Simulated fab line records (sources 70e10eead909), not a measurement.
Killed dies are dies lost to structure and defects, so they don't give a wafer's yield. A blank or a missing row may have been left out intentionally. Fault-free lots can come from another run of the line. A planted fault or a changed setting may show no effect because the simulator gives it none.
fab line records	flow nandHarc
record: lots: 6	wafers: 18	lastDay: 33
route steps=1302 shown A_M1@1200 A_BONDPAD@1202 END@1302
lots that met no fault: taken from a fault-free run of the same line
startH: the number of hours between the record's first day and the start of the first shown wafer of the lot	waitH: hours since the lot's step before	" the same as in the row above	L1.1+2: one row covering several wafers at once	- no value, or no start was given	* or withheld: withheld	< > ~ a bound
route shown NAME@n: names a module that has steps shown in the file, with the first one's number in the route	usual: average and standard deviation across the fault-free wafers	same: alike in all rows	chamber/n: place in a boat	sites: the reading at each site	_std_site: the standard deviation of these	_edge_site: inner sites' mean taken away from outer sites' mean	radiusMm: for every site, how far away it sits from the centre of the wafer	mask NAME#n: copy n	behind: tool/chamber where the wafer was last shaped	hold: the reason the lot was held/the length of the hold in hours/how it ended	device: transistor that didn't switch, given as n, p or np	end of line: at the end of the route, the tests of the same wafers	where a step has no rows: the recipe by itself	killed: dies lost to structure and defects at the first sort, not the wafer's yield	map: dies across one wafer; x = killed, . = not, _ = none there
set.NAME: setting as actually run; set.NAME@STEP: the setting as run at that earlier step	model.NAME: the simulator's own value behind a step, which no gauge read
a table for each step, a row for each wafer; lots at some steps of the route
services: from which hour (startH, from the record's first day; less than 0 if before it) a tool's chamber was out of use, for how many hours, and why
== steps ==
step: NHARC_A_M1_PRE_CLEAN_32
recipe: timeS: 12	tempC: 370	rfPowerW: 300	gas: NH3
usual: heaterPowerW: 633/60
lot.wafer	tool	chamber	startH	waitH	heaterPowerW
L318.5	pecvd-03	2	582.35	0.1	657
L318.4	"	0	"	"	624
L318.6	"	1	"	"	609
L325.3	pecvd-01	2	645.82	0.1	558
L325.6	"	1	"	"	587
L325.4	"	2	"	"	577
L328.3	pecvd-03	1	683.33	0.1	618
L328.5	"	0	"	"	656
L328.4	"	1	"	"	603
L329.2	pecvd-04	2	700.63	0.2	561
L329.4	"	0	"	"	695
L329.5	"	2	"	"	557
L335.3	pecvd-01	0	739.40	0.1	727
L335.4	"	1	"	"	667
L335.6	"	2	"	"	512
L333.2	pecvd-03	0	747.73	0.1	621
L333.5	"	0	"	"	622
L333.4	"	1	"	"	712
step: NHARC_A_M1_DEP_33
recipe: targetThkA: 300	tempC: 370	targetThkNm: 30	pressureTorr: 3	flowSccm: 200	rfW: 450	material: SiCN
usual: chamberPressureTorr: 3.000/0.0071	heaterPowerW: 580/64
lot.wafer	tool	chamber	startH	waitH	chamberPressureTorr	heaterPowerW
L318.5	pecvd-03	2	582.52	0.2	3.003	535
L318.4	"	0	"	"	2.982	633
L318.6	"	1	"	"	2.995	624
L325.3	pecvd-01	2	645.93	0.1	3.002	437
L325.6	"	1	"	"	2.986	541
L325.4	"	2	"	"	2.995	451
L328.3	pecvd-03	1	683.46	0.1	2.991	563
L328.5	"	0	"	"	2.997	589
L328.4	"	1	"	"	2.993	563
L329.2	pecvd-04	2	700.77	0.1	2.987	527
L329.4	"	0	"	"	3.009	549
L329.5	"	2	"	"	2.999	522
L335.3	pecvd-01	0	739.48	0.1	3.002	678
L335.4	"	1	"	"	3.012	590
L335.6	"	2	"	"	3.008	502
L333.2	pecvd-03	0	747.81	0.1	2.989	547
L333.5	"	0	"	"	2.988	552
L333.4	"	1	"	"	3.002	586
step: NHARC_A_BONDPAD_DEP_00
recipe: targetThkA: 2500	tempC: 370	targetThkNm: 250	pressureTorr: 3	flowSccm: 200	rfW: 450	material: SiCN
usual: chamberPressureTorr: 3.000/0.0068	heaterPowerW: 560/52
lot.wafer	tool	chamber	startH	waitH	chamberPressureTorr	heaterPowerW
L318.6	pecvd-01	0	583.08	-	3.008	645
L318.4	"	1	"	"	2.998	479
L318.5	"	2	"	"	3.015	539
L325.3	pecvd-03	1	646.49	-	2.992	554
L325.6	"	0	"	"	3.001	570
L325.4	"	2	"	"	3.010	546
L328.3	pecvd-02	2	684.02	-	3.009	513
L328.4	"	0	"	"	3.013	603
L328.5	"	2	"	"	3.006	535
L329.2	pecvd-02	1	701.23	-	3.003	575
L329.5	"	1	"	"	3.007	592
L329.4	"	0	"	"	2.998	484
L335.3	pecvd-02	0	740.04	-	3.003	578
L335.4	"	0	"	"	2.999	571
L335.6	"	1	"	"	3.003	477
L333.2	pecvd-02	2	748.70	-	3.006	476
L333.4	"	2	"	"	3.006	493
L333.5	"	0	"	"	3.006	540
step: NHARC_A_BONDPAD_CMP_29
recipe: targetThkNm: 200	material: SiCN
usual: motorCurrentA: 12.2/1
lot.wafer	tool	chamber	startH	waitH	motorCurrentA
L318.4	cmp-01	2	583.43	-	12.5
L318.5	"	3	"	"	11.1
L318.6	"	0	"	"	12.3
L325.3	cmp-04	1	646.88	-	12.5
L325.4	"	2	"	"	12.1
L325.6	"	0	"	"	12.5
L328.4	cmp-04	3	684.34	-	12.3
L328.3	"	1	"	"	13.5
L328.5	"	3	"	"	11.7
L329.2	cmp-01	3	701.64	-	10.6
L329.4	"	1	"	"	12.2
L329.5	"	0	"	"	12.5
L335.3	cmp-04	3	740.49	-	11.6
L335.4	"	0	"	"	12.8
L335.6	"	1	"	"	12.4
L333.2	cmp-03	0	749.19	0.4	12.4
L333.4	"	2	"	"	15.6
L333.5	"	0	"	"	12.6
step: NHARC_A_BONDPAD_THK_MEAS_30
recipe: thkMeasGauge: ellipsometry
usual: thkNm: 200.0/1.4
lot.wafer	tool	chamber	startH	waitH	thkNm
L318.4	filmMetro-02	-	583.61	0.2	198.0
L318.5	"	-	"	"	197.7
L318.6	"	-	"	"	199.7
L325.3	filmMetro-02	-	647.10	0.2	199.4
L325.4	"	-	"	"	202.9
L325.6	"	-	"	"	200.5
L328.3	filmMetro-01	-	684.59	0.2	198.4
L328.4	"	-	"	"	200.7
L328.5	"	-	"	"	200.4
L329.2	filmMetro-02	-	701.90	0.2	199.0
L329.4	"	-	"	"	200.1
L329.5	"	-	"	"	201.0
L335.3	filmMetro-02	-	740.69	0.2	199.8
L335.4	"	-	"	"	197.9
L335.6	"	-	"	"	197.7
L333.2	filmMetro-02	-	749.42	0.2	198.0
L333.4	"	-	"	"	197.9
L333.5	"	-	"	"	201.0
step: NHARC_A_BONDPAD_SRD_31
step: NHARC_A_BONDPAD_DEHYDRATE_01
recipe: tempC: 150	timeS: 120
step: NHARC_A_BONDPAD_HMDS_02
recipe: timeS: 30
step: NHARC_A_BONDPAD_COAT_33
recipe: tempC: 200	timeS: 65
step: NHARC_A_BONDPAD_COAT_03
recipe: spinRpm: 2000	resistThkNm: 600
step: NHARC_A_BONDPAD_SOFTBAKE_04
recipe: tempC: 125	timeS: 70
step: NHARC_A_BONDPAD_EBR_05
step: NHARC_A_BONDPAD_EXPOSE_06
recipe: na: 0.55	doseMj: 36.99	maskId: A_BPAD
usual: exposureDoseMJCm2: 37.00/0.031
lot.wafer	tool	chamber	startH	waitH	mask	exposureDoseMJCm2
L318.4	krfScanner-04	0	584.06	-	A_BPAD#0	37.06
L318.5	"	0	"	"	A_BPAD#0	36.98
L318.6	"	0	"	"	A_BPAD#0	37.04
L325.3	krfScanner-04	0	647.40	-	A_BPAD#0	38.79
L325.4	"	0	"	"	A_BPAD#0	38.79
L325.6	"	0	"	"	A_BPAD#0	38.76
L328.3	krfScanner-02	0	684.89	-	A_BPAD#0	36.97
L328.4	"	0	"	"	A_BPAD#0	36.94
L328.5	"	0	"	"	A_BPAD#0	37.02
L329.2	krfScanner-04	0	702.32	-	A_BPAD#0	38.42
L329.4	"	0	"	"	A_BPAD#0	38.38
L329.5	"	0	"	"	A_BPAD#0	38.37
L335.3	krfScanner-01	0	741.12	-	A_BPAD#0	37.04
L335.4	"	0	"	"	A_BPAD#0	37.00
L335.6	"	0	"	"	A_BPAD#0	37.01
L333.2	krfScanner-01	0	749.71	-	A_BPAD#0	37.02
L333.4	"	0	"	"	A_BPAD#0	37.00
L333.5	"	0	"	"	A_BPAD#0	36.99
step: NHARC_A_BONDPAD_PEB_07
recipe: pebTempC: 128	pebTimeS: 80
step: NHARC_END_SORT_01
recipe: tempC: 25
usual: defectLimitedYield: 90/3.3	killedAtArray: 61/23	killedAtOther: 1.3/1.4	killedAtPeriphery: 4.0/2.6	killedDies: 66/22	killedOpen: 3.4/1.8	killedShort: 2.3/1.4
same: grossDies: 677
lot.wafer	tool	chamber	startH	waitH	defectLimitedYield[%]	killedAtArray	killedAtOther	killedAtPeriphery	killedDies	killedOpen	killedShort
L318.4	prober-01	0	618.58	3.4	90	62	3	2	67	5	3
L318.5	prober-01	0	619.38	3.7	92	54	1	0	55	1	2
L318.6	prober-01	0	620.17	4.0	90	59	2	6	67	4	4
L325.3	prober-01	0	679.37	3.1	92	46	2	3	51	4	0
L325.4	prober-01	0	680.16	3.4	91	56	3	2	61	3	3
L325.6	prober-01	0	681.75	4.0	91	58	0	5	63	1	3
L328.3	prober-02	0	724.43	3.2	90	57	4	6	67	3	2
L328.4	prober-02	0	725.24	3.5	91	55	4	5	64	2	3
L328.5	prober-02	0	726.04	3.7	90	53	7	5	65	2	1
L329.2	prober-01	0	733.51	2.8	88	79	1	2	82	2	1
L329.4	prober-01	0	735.10	3.4	87	78	1	11	90	2	5
L329.5	prober-01	0	735.89	3.7	88	72	1	5	78	5	1
L335.3	prober-02	0	774.43	3.1	88	77	1	3	81	3	5
L335.4	prober-02	0	775.23	3.4	90	68	0	1	69	4	5
L335.6	prober-02	0	776.83	4.0	91	58	0	0	58	1	2
L333.2	prober-02	0	781.44	2.8	89	64	2	7	73	7	1
L333.4	prober-02	0	783.05	3.4	91	59	1	2	62	2	1
L333.5	prober-02	0	783.86	3.7	90	65	2	3	70	4	1
killed by level:class
L318.4 A_CHANNEL_HOLE_D1:chamberFilmFlake=28 A_CHANNEL_HOLE_D2:chamberFilmFlake=19 A_M1:chamberFilmFlake=3 A_SGD_CUT:geometricParticle:open=2 A_ZERO_WELL:chamberFilmFlake=2 THIN_TSV:chamberFilmFlake=2 A_DECK1_JOINT:geometricParticle:open=1 A_DECK1_JOINT:geometricParticle:short=1
L318.5 A_CHANNEL_HOLE_D2:chamberFilmFlake=24 A_CHANNEL_HOLE_D1:chamberFilmFlake=21 A_M1:chamberFilmFlake=3 A_WL_FILL:chamberFilmFlake=2 A_CHANNEL_HOLE_D1:geometricParticle:short=1 A_CHANNEL_FILL_D1:geometricParticle:short=1 A_BLC:geometricParticle:open=1 A_CONTACT:chamberFilmFlake=1
L318.6 A_CHANNEL_HOLE_D2:chamberFilmFlake=23 A_CHANNEL_HOLE_D1:chamberFilmFlake=22 A_CONTACT:chamberFilmFlake=5 P_CONTACT:geometricParticle:open=2 A_WL_FILL:chamberFilmFlake=2 THIN_TSV:chamberFilmFlake=2 P_M0:geometricParticle:open=1 P_M0:geometricParticle:short=1
L325.3 A_SLIT:chamberFilmFlake=26 A_CHANNEL_HOLE_D2:chamberFilmFlake=12 A_CHANNEL_FILL_D2:geometricParticle:open=2 A_CHANNEL_HOLE_D1:chamberFilmFlake=2 P_GATE:geometricParticle:open=1 A_M0:geometricParticle:open=1 P_ZERO_WELL:chamberFilmFlake=1 P_CONTACT:chamberFilmFlake=1
L325.4 A_SLIT:chamberFilmFlake=27 A_CHANNEL_HOLE_D2:chamberFilmFlake=8 A_CHANNEL_HOLE_D1:chamberFilmFlake=6 A_CONTACT:chamberFilmFlake=4 A_STAIRCASE:chamberFilmFlake=3 A_CONTACT:geometricParticle:open=2 P_M2:chamberFilmFlake=2 HYBRID_BOND:chamberFilmFlake=2
L325.6 A_SLIT:chamberFilmFlake=22 A_CHANNEL_HOLE_D2:chamberFilmFlake=17 A_CHANNEL_HOLE_D1:chamberFilmFlake=6 A_CONTACT:chamberFilmFlake=6 A_STAIRCASE:chamberFilmFlake=3 P_CONTACT:chamberFilmFlake=2 P_M0:geometricParticle:short=1 P_M1:geometricParticle:short=1
L328.3 A_SLIT:chamberFilmFlake=31 A_CHANNEL_HOLE_D1:chamberFilmFlake=10 A_CONTACT:chamberFilmFlake=9 THIN_TSV:chamberFilmFlake=4 P_M2:chamberFilmFlake=3 A_CHANNEL_FILL_D2:geometricParticle:open=2 A_CHANNEL_FILL_D1:chamberFilmFlake=2 P_CONTACT:geometricParticle:open=1
L328.4 A_SLIT:chamberFilmFlake=31 A_CONTACT:chamberFilmFlake=8 A_CHANNEL_HOLE_D1:chamberFilmFlake=7 P_M0:chamberFilmFlake=3 THIN_TSV:chamberFilmFlake=3 A_CHANNEL_FILL_D2:geometricParticle:short=2 A_STAIRCASE:chamberFilmFlake=2 A_BONDPAD:chamberFilmFlake=2
L328.5 A_SLIT:chamberFilmFlake=30 A_CONTACT:chamberFilmFlake=9 THIN_TSV:chamberFilmFlake=7 A_CHANNEL_HOLE_D1:chamberFilmFlake=4 A_STAIRCASE:chamberFilmFlake=4 P_M2:chamberFilmFlake=3 A_CHANNEL_FILL_D2:chamberFilmFlake=2 A_DECK1_JOINT:geometricParticle:open=1
L329.2 A_CHANNEL_HOLE_D1:chamberFilmFlake=33 A_SLIT:chamberFilmFlake=32 A_CONTACT:chamberFilmFlake=5 A_CHANNEL_FILL_D1:chamberFilmFlake=4 P_M1:chamberFilmFlake=2 A_SOURCE_PLATE:geometricParticle:open=1 A_CHANNEL_FILL_D2:geometricParticle:open=1 A_M1:geometricParticle:short=1
L329.4 A_SLIT:chamberFilmFlake=36 A_CHANNEL_HOLE_D1:chamberFilmFlake=31 P_GATE:chamberFilmFlake=8 A_CHANNEL_FILL_D1:chamberFilmFlake=2 A_CONTACT:chamberFilmFlake=2 P_STI:geometricParticle:short=1 P_M0:geometricParticle:short=1 A_CHANNEL_FILL_D1:geometricParticle:open=1
L329.5 A_SLIT:chamberFilmFlake=33 A_CHANNEL_HOLE_D1:chamberFilmFlake=26 A_CONTACT:chamberFilmFlake=4 A_DECK1_JOINT:chamberFilmFlake=3 A_CHANNEL_FILL_D2:geometricParticle:open=2 P_GATE:chamberFilmFlake=2 P_CONTACT:geometricParticle:open=1 P_M0:geometricParticle:open=1
L335.3 A_SLIT:chamberFilmFlake=29 A_CHANNEL_HOLE_D2:chamberFilmFlake=28 A_CONTACT:chamberFilmFlake=10 A_CHANNEL_HOLE_D2:geometricParticle:short=2 A_SGD_CUT:chamberFilmFlake=2 A_M1:chamberFilmFlake=2 P_GATE:geometricParticle:open=1 P_CONTACT:geometricParticle:open=1
L335.4 A_SLIT:chamberFilmFlake=27 A_CHANNEL_HOLE_D2:chamberFilmFlake=22 A_CONTACT:chamberFilmFlake=5 A_SGD_CUT:chamberFilmFlake=3 A_ONON_D2:geometricParticle:short=2 A_SOURCE_PLATE:geometricParticle:short=1 A_CHANNEL_HOLE_D1:geometricParticle:open=1 A_CHANNEL_FILL_D1:geometricParticle:open=1
L335.6 A_CHANNEL_HOLE_D2:chamberFilmFlake=27 A_SLIT:chamberFilmFlake=18 A_CONTACT:chamberFilmFlake=5 A_SGD_CUT:chamberFilmFlake=2 A_SOURCE_PLATE:geometricParticle:open=1 A_DECK1_JOINT:geometricParticle:short=1 A_ONON_D2:geometricParticle:short=1 A_CHANNEL_HOLE_D1:chamberFilmFlake=1
L333.2 A_SLIT:chamberFilmFlake=38 A_CHANNEL_HOLE_D1:chamberFilmFlake=10 A_CONTACT:chamberFilmFlake=6 P_GATE:chamberFilmFlake=3 A_STAIRCASE:chamberFilmFlake=3 P_GATE:geometricParticle:open=2 A_CHANNEL_FILL_D1:chamberFilmFlake=2 THIN_TSV:chamberFilmFlake=2
L333.4 A_SLIT:chamberFilmFlake=27 A_CHANNEL_HOLE_D1:chamberFilmFlake=14 A_STAIRCASE:chamberFilmFlake=10 A_CONTACT:chamberFilmFlake=6 P_M0:geometricParticle:open=1 A_STAIRCASE:geometricParticle:short=1 A_CONTACT:geometricParticle:open=1 P_CONTACT:chamberFilmFlake=1
L333.5 A_SLIT:chamberFilmFlake=26 A_CHANNEL_HOLE_D1:chamberFilmFlake=14 A_STAIRCASE:chamberFilmFlake=8 A_CONTACT:chamberFilmFlake=7 P_STI:chamberFilmFlake=2 A_CHANNEL_FILL_D1:chamberFilmFlake=2 A_DECK1_JOINT:chamberFilmFlake=2 P_M0:geometricParticle:open=1
== services ==
tool	chamber	startH	hours	kind
krfScanner-02	-	564.27	0.8	repair
cmp-01	-	577.50	4.0	pm
cmp-03	-	586.39	4.0	pm
pecvd-02	-	589.11	13.0	pm
cmp-01	-	590.99	0.8	repair
pecvd-01	2	596.44	11.5	repair
cmp-04	-	601.10	4.0	pm
krfScanner-04	-	605.28	1.2	repair
pecvd-02	1	630.30	4.9	repair
pecvd-04	-	631.54	13.0	pm
krfScanner-01	-	656.00	4.0	pm
krfScanner-01	-	660.20	0.5	repair
krfScanner-01	-	660.96	1.7	repair
pecvd-01	-	673.06	13.0	pm
cmp-01	-	675.50	4.0	pm
cmp-04	-	679.78	0.2	repair
pecvd-01	-	694.62	0.5	repair
krfScanner-04	-	698.00	4.0	pm
cmp-04	-	699.10	4.0	pm
pecvd-01	-	701.00	0.8	repair
pecvd-03	-	728.39	13.0	pm
cmp-01	-	736.13	0.3	repair
pecvd-02	1	744.63	7.8	repair
cmp-01	-	748.56	0.2	repair
== key ==
firstSign: step: NHARC_A_BONDPAD_EXPOSE_06	reading: exposureDoseMJCm2	direction: up	sigmas: 51	usual: 37.00	struck: 38.58
effect none on later readings
metAt NHARC_A_BONDPAD_EXPOSE_06
struckWafers L325.3,L325.4,L325.6,L329.2,L329.4,L329.5
loopTrim: step: NHARC_A_BONDPAD_EXPOSE_06	setting: dose	lots: L329
onsetBetween 584.06 647.40
fault: kind: processParameterDrift	tool: krfScanner-04	chamber: -	onsetH: 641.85	steps: NHARC_A_BONDPAD_EXPOSE_06	channel: doseMj	offset: 1.7518	shape: step	actsIn: theseRecipesOnly	stated: 36.99
loopTrim: a control loop set the setting to another value than it would have without faults
